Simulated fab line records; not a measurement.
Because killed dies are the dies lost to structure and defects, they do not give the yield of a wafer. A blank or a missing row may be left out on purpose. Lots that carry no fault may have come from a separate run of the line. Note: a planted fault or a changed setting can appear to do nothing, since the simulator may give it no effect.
fab line records	flow n5-finfet
[record] lots = 11	wafers = 31	last-day = 16
route steps=1938 shown BEOL_M2@926 BEOL_M3@957 BEOL_M4@1111 PASSIVATION@1936
lots that met no fault: taken from a fault-free run of the same line
start-h: hours from the record's opening day to when the first of the lot's shown wafers began	wait-h: time in hours since the lot's previous step	" unchanged from the row above	L1.1+2: a row that stands for several wafers	- value missing, or start not given	* or withheld: withheld	< > ~ a bound
route shown NAME@n: NAME is a module with steps in the file, n the number in the route of the first one	usual: average and standard deviation across the fault-free wafers	same: alike in all rows	chamber/n: place in a boat	sites: readings site by site	_std_site: how widely they spread, as a standard deviation	_edge_site: mean of outer sites minus mean of inner sites	radius-mm: for every site, how far away it sits from the centre of the wafer	mask NAME#n: copy n	behind: the most recent tool/chamber to have shaped the wafer	hold: cause of the lot's hold/its duration in hours/its outcome	device: names the non-switching transistor (n, p or np)	end of line: the route-end tests of the same wafers	a step without rows: its recipe alone	killed: dies lost to structure and defects at the first sort, not the wafer's yield	map: a wafer's dies, x killed, . not, _ none there
set.NAME: the setting the step ran with; set.NAME@STEP: the setting that earlier step ran with	model.NAME: the simulator's own value behind a step, which no gauge read
a sample of lots followed through the steps of the route, with each step as a table and each wafer as a row
services: from which hour (start-h, from the record's first day; less than 0 if before it) a tool's chamber was out of use, for how many hours, and why
[[steps]]
[step N5_BEOL_M2_CO_CAP_55]
[recipe] material = Co	target-thk-a = 20	temp-c = 200	precursor = CCTBA/H2	pressure-torr = 30	time-s = 102.1
[usual] heater-power-w = 223/14	susceptor-temp-C = 200.05/0.15
lot.wafer	tool	chamber	start-h	wait-h	heater-power-w	susceptor-temp-C
L664.3	cvd-co-01	1	141.41	0.0	198	199.61
L664.5	"	2	"	"	227	199.99
L664.6	"	1	"	"	200	199.53
L663.2	cvd-co-02	0	141.45	0.0	231	200.12
L663.3	"	2	"	"	221	200.32
L666.2	cvd-co-01	2	156.87	0.0	229	200.01
L666.5	"	2	"	"	228	200.09
L666.6	"	1	"	"	197	199.96
L667.1	cvd-co-02	0	163.13	0.0	222	199.89
L667.3	"	1	"	"	237	200.47
L667.6	"	2	"	"	237	200.15
L668.3	cvd-co-02	0	172.39	0.0	227	200.15
L668.5	"	0	"	"	222	200.10
L668.6	"	1	"	"	238	199.90
L669.1	cvd-co-01	1	172.68	0.0	199	200.10
L669.4	"	2	"	"	222	199.88
L669.5	"	0	"	"	215	199.99
L672.4	cvd-co-02	0	187.05	0.0	227	200.20
L672.5	"	1	"	"	239	200.09
L672.6	"	2	"	"	231	199.97
L681.2	cvd-co-02	1	239.61	0.0	238	200.29
L681.4	"	1	"	"	238	200.13
L681.6	"	0	"	"	222	200.09
L682.1	cvd-co-01	1	249.47	0.0	200	200.14
L682.5	"	2	"	"	225	200.10
L682.6	"	0	"	"	216	199.80
L684.2	cvd-co-02	0	263.28	0.0	224	200.16
L684.4	"	0	"	"	227	199.83
L685.2	cvd-co-01	0	275.71	0.0	210	200.15
L685.3	"	1	"	"	196	200.16
L685.4	"	2	"	"	232	200.12
[step N5_BEOL_M2_INSPECT_59]
[recipe] inspect-instrument = darkfield	mode = post-dep
[usual] raw-defect-count = 69/23
lot.wafer	tool	chamber	start-h	wait-h	raw-defect-count
L664.3	defect-inspect-01	-	141.62	0.0	31
L664.5	"	-	"	"	42
L664.6	"	-	"	"	35
L663.2	defect-inspect-01	-	141.66	0.0	59
L663.3	"	-	"	"	106
L666.2	defect-inspect-01	-	157.08	0.0	93
L666.5	"	-	"	"	90
L666.6	"	-	"	"	53
L667.1	defect-inspect-02	-	163.34	0.0	55
L667.3	"	-	"	"	71
L667.6	"	-	"	"	52
L668.3	defect-inspect-02	-	172.60	0.0	109
L668.5	"	-	"	"	100
L668.6	"	-	"	"	67
L669.1	defect-inspect-02	-	172.90	0.0	72
L669.4	"	-	"	"	59
L669.5	"	-	"	"	78
L672.4	defect-inspect-01	-	187.26	0.0	63
L672.5	"	-	"	"	74
L672.6	"	-	"	"	79
L681.2	defect-inspect-02	-	239.81	0.0	104
L681.4	"	-	"	"	101
L681.6	"	-	"	"	100
L682.1	defect-inspect-01	-	249.68	0.0	47
L682.5	"	-	"	"	35
L682.6	"	-	"	"	47
L684.2	defect-inspect-01	-	263.49	0.0	59
L684.4	"	-	"	"	74
L685.2	defect-inspect-02	-	275.92	0.0	46
L685.3	"	-	"	"	80
L685.4	"	-	"	"	36
[step N5_BEOL_M3_COAT_67]
[recipe] resist = SOC	temp-c = 250	time-s = 60	spin-rpm = 1500	resist-thk-nm = 60
[usual] heater-power-total-W = 500.8/1.8	plate-temp-C = 249.98/0.18
lot.wafer	tool	chamber	start-h	wait-h	heater-power-total-W	plate-temp-C
L664.3	litho-track-05	0	143.26	0.0	500.0	249.83
L664.5	"	0	"	"	499.5	250.03
L664.6	"	0	"	"	502.3	249.84
L663.2	litho-track-03	0	143.43	0.0	502.0	250.07
L663.3	"	0	"	"	503.2	249.67
L666.2	litho-track-03	0	159.81	0.0	501.2	249.55
L666.5	"	0	"	"	498.3	249.77
L666.6	"	0	"	"	502.9	249.70
L667.1	litho-track-05	0	165.16	0.0	503.2	249.85
L667.3	"	0	"	"	503.2	250.13
L667.6	"	0	"	"	503.1	249.89
L668.3	litho-track-03	0	173.90	0.0	502.6	250.04
L668.5	"	0	"	"	498.3	250.20
L668.6	"	0	"	"	502.6	249.82
L669.1	litho-track-03	0	174.81	0.0	484.9	244.69
L669.4	"	0	"	"	488.6	244.63
L669.5	"	0	"	"	488.1	244.51
L672.4	litho-track-03	0	189.48	0.0	489.3	244.41
L672.5	"	0	"	"	487.6	244.34
L672.6	"	0	"	"	489.6	244.24
L681.2	litho-track-04	0	242.63	0.0	502.3	250.01
L681.4	"	0	"	"	502.2	249.61
L681.6	"	0	"	"	502.2	249.74
L682.1	litho-track-03	0	251.65	0.0	503.0	250.05
L682.5	"	0	"	"	500.8	250.15
L682.6	"	0	"	"	500.6	250.26
L684.2	litho-track-03	0	265.82	0.0	500.3	250.37
L684.4	"	0	"	"	497.8	250.30
L685.2	litho-track-03	0	277.68	0.0	500.6	250.14
L685.3	"	0	"	"	501.7	250.11
L685.4	"	0	"	"	501.2	249.97
[step N5_BEOL_M3_INSPECT_30]
[recipe] mode = adi	inspect-instrument = brightfield
[usual] raw-defect-count = 394/71
lot.wafer	tool	chamber	start-h	wait-h	raw-defect-count
L664.3	defect-inspect-02	-	143.64	0.0	232
L664.5	"	-	"	"	382
L664.6	"	-	"	"	239
L663.2	defect-inspect-01	-	143.93	0.0	345
L663.3	"	-	"	"	505
L666.2	defect-inspect-02	-	160.31	0.0	393
L666.5	"	-	"	"	425
L666.6	"	-	"	"	420
L667.1	defect-inspect-02	-	165.53	0.1	425
L667.3	"	-	"	"	273
L667.6	"	-	"	"	366
L668.3	defect-inspect-02	-	174.40	0.0	471
L668.5	"	-	"	"	392
L668.6	"	-	"	"	399
L669.1	defect-inspect-01	-	175.31	0.1	354
L669.4	"	-	"	"	332
L669.5	"	-	"	"	446
L672.4	defect-inspect-01	-	189.98	0.0	413
L672.5	"	-	"	"	428
L672.6	"	-	"	"	608
L681.2	defect-inspect-01	-	243.00	0.0	364
L681.4	"	-	"	"	381
L681.6	"	-	"	"	336
L682.1	defect-inspect-01	-	252.15	0.1	451
L682.5	"	-	"	"	479
L682.6	"	-	"	"	313
L684.2	defect-inspect-01	-	266.31	0.0	286
L684.4	"	-	"	"	323
L685.2	defect-inspect-01	-	278.05	0.0	288
L685.3	"	-	"	"	303
L685.4	"	-	"	"	369
[step N5_BEOL_M4_RC_MEAS_101]
[usual] DIBL_N = 36.3/1.6	DIBL_P = 36.2/2.1	IOFF_N = 0.16/0.031	IOFF_P = 0.21/0.034	ION_N = 673/11	ION_P = 461/7.4	SS_N = 71.6/0.55	SS_P = 73.3/0.66	VT_N = 251/3.2	VT_P = -251/3.5
lot.wafer	tool	chamber	start-h	wait-h	DIBL_N[mV/V]	DIBL_P[mV/V]	IOFF_N[nA/um]	IOFF_P[nA/um]	ION_N[uA/um]	ION_P[uA/um]	SS_N[mV/dec]	SS_P[mV/dec]	VT_N[mV]	VT_P[mV]
L663.2	prober-02	0	157.00	0.2	36.6	35.7	0.16	0.23	678	469	72.4	73.7	250	-252
L663.3	"	0	"	"	34.4	33.3	0.13	0.19	683	473	71.6	73.3	252	-250
L664.3	prober-02	0	159.98	0.3	36.3	36.0	0.14	0.21	683	471	71.0	73.8	254	-254
L664.5	"	0	"	"	36.8	36.5	0.14	0.21	665	462	71.5	73.4	253	-253
L664.6	"	0	"	"	38.4	37.9	0.17	0.25	676	464	71.2	74.0	250	-251
L666.2	prober-01	0	180.04	0.2	37.1	37.1	0.18	0.21	673	458	72.1	74.2	248	-250
L666.5	"	0	"	"	34.0	33.1	0.12	0.16	648	447	71.8	72.7	254	-255
L666.6	"	0	"	"	35.2	35.2	0.15	0.18	679	456	72.0	73.1	250	-254
L667.1	prober-02	0	185.05	0.0	36.0	35.8	0.14	0.22	661	460	72.0	73.4	255	-250
L667.3	"	0	"	"	38.8	39.2	0.20	0.28	679	467	71.9	74.3	249	-244
L667.6	"	0	"	"	38.9	39.4	0.19	0.28	675	473	72.2	74.7	248	-244
L668.3	prober-01	0	188.45	0.3	34.0	34.1	0.12	0.20	665	465	70.5	73.1	253	-249
L668.5	"	0	"	"	35.5	35.7	0.15	0.21	666	461	70.8	73.2	251	-247
L668.6	"	0	"	"	32.7	32.4	0.11	0.18	669	468	70.6	72.9	256	-252
L669.1	prober-01	0	192.87	0.0	39.4	39.1	0.25	0.27	681	460	72.0	74.2	244	-247
L669.4	"	0	"	"	39.9	40.1	0.24	0.28	683	461	72.9	74.2	245	-247
L669.5	"	0	"	"	40.0	39.6	0.26	0.28	683	464	72.5	73.5	246	-248
L672.4	prober-02	0	206.67	0.5	34.8	35.7	0.14	0.18	652	452	70.9	72.8	247	-252
L672.5	"	0	"	"	36.3	37.0	0.16	0.19	679	461	71.2	73.4	250	-254
L672.6	"	0	"	"	37.1	38.3	0.18	0.22	665	455	71.7	74.2	246	-250
L681.2	prober-01	0	261.83	0.2	37.7	38.2	0.18	0.22	687	465	71.7	73.5	249	-252
L681.4	"	0	"	"	37.0	36.0	0.15	0.20	668	461	72.2	73.6	250	-255
L681.6	"	0	"	"	38.1	37.4	0.19	0.23	676	464	72.0	73.1	250	-248
L682.1	prober-01	0	268.94	0.0	36.5	37.0	0.16	0.20	669	462	72.3	73.6	251	-249
L682.5	"	0	"	"	36.2	36.8	0.15	0.20	665	460	71.2	73.7	251	-251
L682.6	"	0	"	"	35.5	34.7	0.13	0.17	661	452	71.5	73.0	256	-253
L684.2	prober-01	0	281.13	0.2	36.8	35.2	0.15	0.19	667	454	71.3	73.0	253	-254
L684.4	"	0	"	"	38.1	37.4	0.17	0.21	689	464	71.6	74.0	246	-253
L685.2	prober-01	0	295.65	0.2	34.2	32.7	0.10	0.14	656	455	70.4	71.8	257	-254
L685.3	"	0	"	"	37.2	37.0	0.15	0.19	667	456	71.2	72.6	251	-253
L685.4	"	0	"	"	36.9	36.4	0.14	0.19	666	463	71.6	72.9	252	-255
[step N5_PASSIVATION_PROBE_49]
[usual] defect-limited-yield = 91.5/1.5	killed_at_M0_to_M3 = 32/9.4	killed_at_M4_up = 12/5.1	killed-at-contacts = 11/7.4	killed-at-front-end = 41/11	killed-at-other = 3.4/2.5	killed-dies = 100/17	killed-open = 65/14	killed-short = 33/7	sort_bin_4_leakage = 0.00/0.01	sort_bin_5_function = 4.9/0.96	sort_bin_6_memory = 3.1/0.7	sort_bin_8_speed = 0.00/0.01	sort-n-pass = 1080/17	sort-yield-pct = 91.5/1.5
[same] gross-dies = 1180	killed-at-back-side = 0
lot.wafer	tool	chamber	start-h	wait-h	defect-limited-yield[%]	killed_at_M0_to_M3	killed_at_M4_up	killed-at-contacts	killed-at-front-end	killed-at-other	killed-dies	killed-open	killed-short	sort_bin_4_leakage[%]	sort_bin_5_function[%]	sort_bin_6_memory[%]	sort_bin_8_speed[%]	sort-n-pass	sort-yield-pct[%]
L663.2	prober-02	-	251.39	0.1	92.2	22	9	13	42	6	92	64	28	0	4.8	2.8	0	1088	92.2
L663.3	prober-02	-	251.44	0.1	91.8	19	15	10	47	6	97	59	35	0	4.6	3.4	0	1083	91.8
L664.3	prober-02	-	264.57	0.1	91.5	27	12	17	37	7	100	65	35	0	4.5	3.7	0	1080	91.5
L664.5	prober-02	-	264.67	0.2	92.5	15	10	8	50	6	89	58	31	0	4.6	2.9	0	1091	92.5
L664.6	prober-02	-	264.72	0.3	92.5	25	9	4	45	6	89	54	26	0	4.2	2.4	0	1091	92.5
L666.2	prober-01	-	278.61	0.1	88.9	25	13	38	52	3	131	89	40	0	6.9	3.7	0	1049	88.9
L666.5	prober-01	-	278.76	0.2	91.3	28	24	8	43	0	103	59	38	0	5.2	2.5	0.08	1076	91.2
L666.6	prober-01	-	278.81	0.3	92.8	14	14	17	38	2	85	55	28	0	4.1	3.0	0	1095	92.8
L669.1	prober-02	-	279.62	0.0	92.6	23	20	16	25	3	87	56	30	0	4.3	2.5	0	1093	92.6
L669.4	prober-02	-	279.77	0.2	91.6	39	15	15	30	0	99	75	24	0	5.2	3.1	0	1081	91.6
L669.5	prober-02	-	279.82	0.2	90.2	24	14	19	54	5	116	73	43	0.08	5.5	3.6	0	1063	90.1
L668.3	prober-01	-	285.71	0.1	88.2	27	12	42	54	4	139	102	37	0	7.2	3.9	0	1041	88.2
L668.5	prober-01	-	285.81	0.2	90.5	33	17	21	33	8	112	91	20	0	5.5	3.7	0	1068	90.5
L668.6	prober-01	-	285.86	0.3	89.2	38	17	34	31	7	127	83	44	0	5.8	4.5	0	1053	89.2
L667.1	prober-02	-	289.72	0.0	88.5	30	14	7	79	6	136	77	58	0	7.1	3.8	0	1044	88.5
L667.3	prober-02	-	289.82	0.1	89.3	31	16	9	64	6	126	81	43	0	5.7	4.7	0	1054	89.3
L667.6	prober-02	-	289.97	0.3	91.6	27	18	15	33	6	99	65	32	0	5.3	2.7	0	1081	91.6
L672.4	prober-02	-	300.84	0.2	91.9	29	10	10	43	4	96	62	31	0	4.9	2.8	0	1084	91.9
L672.5	prober-02	-	300.89	0.2	92.5	19	10	12	45	3	89	50	38	0	4.5	2.6	0	1091	92.5
L672.6	prober-02	-	300.94	0.3	93.3	23	4	6	42	4	79	49	30	0	3.9	2.4	0	1101	93.3
L681.2	prober-01	-	351.85	0.1	90.9	25	6	16	55	5	107	73	26	0	3.9	4.3	0	1073	90.9
L681.4	prober-01	-	351.95	0.2	90.4	33	11	19	49	1	113	68	37	0	4.8	3.6	0	1067	90.4
L681.6	prober-01	-	352.05	0.3	91.1	32	7	16	46	4	105	66	35	0	5.0	3.1	0	1075	91.1
L682.1	prober-02	-	355.34	0.0	90.1	53	11	2	45	6	117	77	40	0	5.1	4.6	0	1063	90.1
L682.5	prober-02	-	355.54	0.2	91.6	33	21	10	28	7	99	71	28	0	5.1	3.1	0	1081	91.6
L682.6	prober-02	-	355.59	0.3	92.3	41	17	4	26	3	91	58	33	0	4.6	2.6	0	1089	92.3
L684.2	prober-01	-	385.22	0.1	91.1	37	12	6	45	5	105	68	35	0	5.2	3.6	0	1075	91.1
L684.4	prober-01	-	385.32	0.2	91.9	32	17	6	35	6	96	54	39	0	4.8	2.6	0	1084	91.9
L685.2	prober-02	-	388.78	0.1	92.4	30	16	3	35	6	90	70	19	0	5.1	2.5	0	1090	92.4
L685.3	prober-02	-	388.83	0.1	91.3	44	8	16	31	4	103	77	26	0	5.3	3.1	0	1077	91.3
L685.4	prober-02	-	388.88	0.2	91.7	31	11	7	42	7	98	64	26	0	4.9	2.5	0	1082	91.7
// killed by level:class
L663.2 STI_FIN_REVEAL:geometric-particle:open=16 MOL_CONTACT_COAG:geometric-particle:open=11 BEOL_M0_SAQP:geometric-particle:open=6 BEOL_M3:geometric-particle:open=5 BEOL_M0_SAQP:geometric-particle:short=5 FIN_SAQP:geometric-particle:open=4 BEOL_M2:geometric-particle:open=4 BEOL_M4:geometric-particle:open=4
L663.3 FIN_SAQP:geometric-particle:short=12 STI_FIN_REVEAL:geometric-particle:open=9 FIN_SAQP:geometric-particle:open=7 BEOL_M3:geometric-particle:open=7 MOL_CONTACT_COAG:geometric-particle:short=5 BEOL_M2:geometric-particle:open=5 BEOL_M5:geometric-particle:open=5 ILD0:geometric-particle:short=4
L664.3 MOL_CONTACT_COAG:geometric-particle:open=17 FIN_SAQP:geometric-particle:short=10 BEOL_M2:geometric-particle:open=10 STI_FIN_REVEAL:geometric-particle:open=8 BEOL_M0_SAQP:geometric-particle:short=8 STARTING-WAFER:geometric-particle:open=5 GATE_CUT:geometric-particle:short=4 BEOL_M0_SAQP:geometric-particle:open=4
L664.5 FIN_SAQP:geometric-particle:short=14 DUMMY_GATE:geometric-particle:open=9 BEOL_M2:geometric-particle:open=9 MOL_CONTACT_COAG:geometric-particle:open=7 FIN_SAQP:geometric-particle:open=6 STI_FIN_REVEAL:geometric-particle:open=4 GATE_CUT:geometric-particle:open=4 GATE_CUT:geometric-particle:short=4
L664.6 BEOL_M2:geometric-particle:open=10 HKMG_FIN:area-etch=9 BEOL_M3:geometric-particle:open=7 FIN_SAQP:geometric-particle:open=6 STI_FIN_REVEAL:geometric-particle:open=6 GATE_CUT:geometric-particle:short=6 FIN_SAQP:geometric-particle:short=5 STARTING-WAFER:geometric-particle:open=5
L666.2 MOL_CONTACT_COAG:geometric-particle:open=30 FIN_SAQP:geometric-particle:short=11 STI_FIN_REVEAL:geometric-particle:open=10 FIN_SAQP:geometric-particle:open=9 MOL_CONTACT_COAG:geometric-particle:short=8 BEOL_M0_SAQP:geometric-particle:short=7 DUMMY_GATE:geometric-particle:open=6 BEOL_M0_SAQP:geometric-particle:open=5
L666.5 BEOL_M4:geometric-particle:open=11 FIN_SAQP:geometric-particle:short=7 STI_FIN_REVEAL:geometric-particle:open=6 HKMG_FIN:area-etch=6 FIN_SAQP:geometric-particle:open=5 BEOL_M0_SAQP:geometric-particle:open=5 BEOL_M3:geometric-particle:open=5 MOL_CONTACT_COAG:geometric-particle:open=5
L666.6 MOL_CONTACT_COAG:geometric-particle:open=15 STI_FIN_REVEAL:geometric-particle:open=8 GATE_CUT:geometric-particle:short=5 BEOL_M0_SAQP:geometric-particle:short=5 BEOL_M0_SAQP:geometric-particle:open=5 FIN_SAQP:geometric-particle:open=4 GATE_CUT:geometric-particle:open=4 STARTING-WAFER:geometric-particle:open=4
L669.1 MOL_CONTACT_COAG:geometric-particle:open=13 STI_FIN_REVEAL:geometric-particle:open=6 BEOL_M4:geometric-particle:open=6 GATE_CUT:geometric-particle:short=5 BEOL_M3:geometric-particle:open=4 FIN_SAQP:geometric-particle:short=3 GATE_CUT:geometric-particle:open=3 MOL_CONTACT_COAG:geometric-particle:short=3
L669.4 MOL_CONTACT_COAG:geometric-particle:open=14 BEOL_M1:geometric-particle:open=13 BEOL_M4:geometric-particle:open=11 STI_FIN_REVEAL:geometric-particle:open=9 BEOL_M3:geometric-particle:open=8 FIN_SAQP:geometric-particle:short=5 BEOL_M0_SAQP:geometric-particle:open=5 BEOL_M1:geometric-particle:short=4
L669.5 MOL_CONTACT_COAG:geometric-particle:open=16 FIN_SAQP:geometric-particle:short=12 FIN_SAQP:geometric-particle:open=10 GATE_CUT:geometric-particle:short=9 BEOL_M2:geometric-particle:open=7 GATE_CUT:geometric-particle:open=6 STI_FIN_REVEAL:geometric-particle:open=5 BEOL_M4:geometric-particle:open=5
L668.3 MOL_CONTACT_COAG:geometric-particle:open=31 STI_FIN_REVEAL:geometric-particle:open=13 MOL_CONTACT_COAG:geometric-particle:short=11 DUMMY_GATE:geometric-particle:open=9 GATE_CUT:geometric-particle:short=7 FIN_SAQP:geometric-particle:open=6 BEOL_M3:geometric-particle:open=6 GATE_CUT:geometric-particle:open=5
L668.5 MOL_CONTACT_COAG:geometric-particle:open=21 STI_FIN_REVEAL:geometric-particle:open=17 BEOL_M3:geometric-particle:open=11 BEOL_M4:geometric-particle:open=10 BEOL_M0_SAQP:geometric-particle:short=6 BEOL_M0_SAQP:geometric-particle:open=6 BEOL_M2:geometric-particle:open=6 BEOL_M4:geometric-particle:short=4
L668.6 MOL_CONTACT_COAG:geometric-particle:open=21 MOL_CONTACT_COAG:geometric-particle:short=13 BEOL_M0_SAQP:geometric-particle:short=12 BEOL_M2:geometric-particle:open=11 BEOL_M0_SAQP:geometric-particle:open=8 STI_FIN_REVEAL:geometric-particle:open=7 BEOL_M4:geometric-particle:open=6 STARTING-WAFER:geometric-particle:short=6
L667.1 FIN_SAQP:geometric-particle:open=18 STI_FIN_REVEAL:geometric-particle:open=18 GATE_CUT:geometric-particle:short=16 FIN_SAQP:geometric-particle:short=10 BEOL_M0_SAQP:geometric-particle:open=10 BEOL_M0_SAQP:geometric-particle:short=10 BEOL_M3:geometric-particle:open=5 STI_FIN_REVEAL:geometric-particle:short=5
L667.3 STI_FIN_REVEAL:geometric-particle:open=14 GATE_CUT:geometric-particle:short=14 BEOL_M3:geometric-particle:open=14 FIN_SAQP:geometric-particle:open=11 BEOL_M4:geometric-particle:open=9 BEOL_M0_SAQP:geometric-particle:open=6 DUMMY_GATE:geometric-particle:open=5 GATE_CUT:geometric-particle:open=5
L667.6 MOL_CONTACT_COAG:geometric-particle:open=13 STI_FIN_REVEAL:geometric-particle:open=9 GATE_CUT:geometric-particle:short=8 BEOL_M2:geometric-particle:open=7 BEOL_M3:geometric-particle:open=6 BEOL_M5:geometric-particle:short=5 STI_FIN_REVEAL:geometric-particle:short=5 BEOL_M0_SAQP:geometric-particle:open=5
L672.4 BEOL_M0_SAQP:geometric-particle:open=10 ILD0:geometric-particle:open=9 BEOL_M0_SAQP:geometric-particle:short=9 MOL_CONTACT_COAG:geometric-particle:open=8 DUMMY_GATE:geometric-particle:open=7 ILD0:geometric-particle:short=6 STARTING-WAFER:geometric-particle:open=5 STI_FIN_REVEAL:geometric-particle:short=3
L672.5 DUMMY_GATE:geometric-particle:open=10 MOL_CONTACT_COAG:geometric-particle:open=10 FIN_SAQP:geometric-particle:short=8 FIN_SAQP:geometric-particle:open=6 BEOL_M0_SAQP:geometric-particle:open=6 BEOL_M0_SAQP:geometric-particle:short=6 ILD0:geometric-particle:short=4 GATE_CUT:geometric-particle:short=3
L672.6 FIN_SAQP:geometric-particle:open=8 DUMMY_GATE:geometric-particle:open=8 GATE_CUT:geometric-particle:short=7 MOL_CONTACT_COAG:geometric-particle:open=5 BEOL_M1:geometric-particle:open=5 STI_FIN_REVEAL:geometric-particle:open=4 BEOL_M0_SAQP:geometric-particle:short=4 BEOL_M0_SAQP:geometric-particle:open=4
L681.2 FIN_SAQP:geometric-particle:open=15 MOL_CONTACT_COAG:geometric-particle:open=13 BEOL_M3:geometric-particle:open=12 FIN_SAQP:geometric-particle:short=8 HKMG_FIN:area-etch=7 STI_FIN_REVEAL:geometric-particle:open=6 BEOL_M2:geometric-particle:open=5 GATE_CUT:geometric-particle:open=4
L681.4 MOL_CONTACT_COAG:geometric-particle:open=14 FIN_SAQP:geometric-particle:short=11 BEOL_M2:geometric-particle:open=8 HKMG_FIN:area-etch=8 STI_FIN_REVEAL:geometric-particle:open=7 BEOL_M3:geometric-particle:open=7 MOL_CONTACT_COAG:geometric-particle:short=5 BEOL_M0_SAQP:geometric-particle:short=5
L681.6 STI_FIN_REVEAL:geometric-particle:open=20 MOL_CONTACT_COAG:geometric-particle:open=11 BEOL_M0_SAQP:geometric-particle:short=10 BEOL_M0_SAQP:geometric-particle:open=8 GATE_CUT:geometric-particle:short=5 MOL_CONTACT_COAG:geometric-particle:short=5 BEOL_M3:geometric-particle:open=5 FIN_SAQP:geometric-particle:open=3
L682.1 BEOL_M0_SAQP:geometric-particle:short=18 BEOL_M0_SAQP:geometric-particle:open=14 FIN_SAQP:geometric-particle:open=11 STI_FIN_REVEAL:geometric-particle:open=9 BEOL_M3:geometric-particle:open=7 BEOL_M1:geometric-particle:open=6 BEOL_M2:geometric-particle:open=6 FIN_SAQP:geometric-particle:short=5
L682.5 MOL_CONTACT_COAG:geometric-particle:open=9 BEOL_M4:geometric-particle:open=8 BEOL_M1:geometric-particle:open=7 BEOL_M3:geometric-particle:open=7 BEOL_M0_SAQP:geometric-particle:open=6 FIN_SAQP:geometric-particle:short=4 FIN_SAQP:geometric-particle:open=4 DUMMY_GATE:geometric-particle:open=4
L682.6 BEOL_M0_SAQP:geometric-particle:open=12 BEOL_M1:geometric-particle:open=9 BEOL_M3:geometric-particle:open=6 BEOL_M4:geometric-particle:open=6 FIN_SAQP:geometric-particle:short=5 FIN_SAQP:geometric-particle:open=5 MOL_CONTACT_COAG:geometric-particle:open=4 BEOL_M0_SAQP:geometric-particle:short=4
L684.2 FIN_SAQP:geometric-particle:open=9 BEOL_M3:geometric-particle:open=9 BEOL_M0_SAQP:geometric-particle:short=9 STI_FIN_REVEAL:geometric-particle:open=7 FIN_SAQP:geometric-particle:short=5 MOL_CONTACT_COAG:geometric-particle:open=5 BEOL_M1:geometric-particle:open=5 STARTING-WAFER:geometric-particle:short=5
L684.4 FIN_SAQP:geometric-particle:short=10 FIN_SAQP:geometric-particle:open=8 BEOL_M0_SAQP:geometric-particle:short=8 BEOL_M3:geometric-particle:open=7 BEOL_M2:geometric-particle:open=6 BEOL_M1:geometric-particle:open=5 GATE_CUT:geometric-particle:short=4 MOL_CONTACT_COAG:geometric-particle:open=4
L685.2 STI_FIN_REVEAL:geometric-particle:open=8 BEOL_M1:geometric-particle:open=8 BEOL_M3:geometric-particle:open=6 BEOL_M4:geometric-particle:open=6 DUMMY_GATE:geometric-particle:open=5 BEOL_M0_SAQP:geometric-particle:open=5 STARTING-WAFER:geometric-particle:open=5 FIN_SAQP:geometric-particle:open=4
L685.3 MOL_CONTACT_COAG:geometric-particle:open=15 BEOL_M0_SAQP:geometric-particle:short=10 BEOL_M3:geometric-particle:open=10 GATE_CUT:geometric-particle:open=7 GATE_CUT:geometric-particle:short=7 BEOL_M1:geometric-particle:open=7 FIN_SAQP:geometric-particle:open=6 BEOL_M0_SAQP:geometric-particle:open=6
L685.4 BEOL_M2:geometric-particle:open=13 STI_FIN_REVEAL:geometric-particle:open=10 BEOL_M3:geometric-particle:open=7 GATE_CUT:geometric-particle:short=6 MOL_CONTACT_COAG:geometric-particle:open=6 BEOL_M0_SAQP:geometric-particle:open=6 BEOL_M4:geometric-particle:open=6 HKMG_FIN:area-etch=6
[[services]]
tool	chamber	start-h	hours	kind
litho-track-03	-	117.53	-	consumable-replace:filter
cvd-co-02	-	136.33	2.8	pm
cvd-co-01	2	164.89	2.3	repair
litho-track-05	-	174.79	-	consumable-replace:filter
litho-track-05	-	190.91	-	consumable-replace:filter
cvd-co-01	0	192.50	9.5	repair
litho-track-05	-	239.93	-	consumable-replace:filter
[[key]]
[first-sign] step = N5_BEOL_M3_COAT_67	reading = plate-temp-C	direction = down	sigmas = 30	usual = *	struck = *
[effect] step = N5_BEOL_M3_COAT_67	reading = heater-power-total-W	direction = down	sigmas = 7	usual = *	struck = *
met-at N5_BEOL_M3_COAT_67
struck-lots L669,L672
not-acting-at N5_BEOL_M2_CO_CAP_55,N5_BEOL_M2_INSPECT_59,N5_BEOL_M3_INSPECT_30
onset-between 173.90 174.81
[fault] kind = process-parameter-drift	tool = litho-track-03	chamber = -	onset-h = 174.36	steps = N5_BEOL_M3_COAT_67	channel = temp-c	offset = *	shape = step	end-h = 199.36	acts-in = *	stated = *
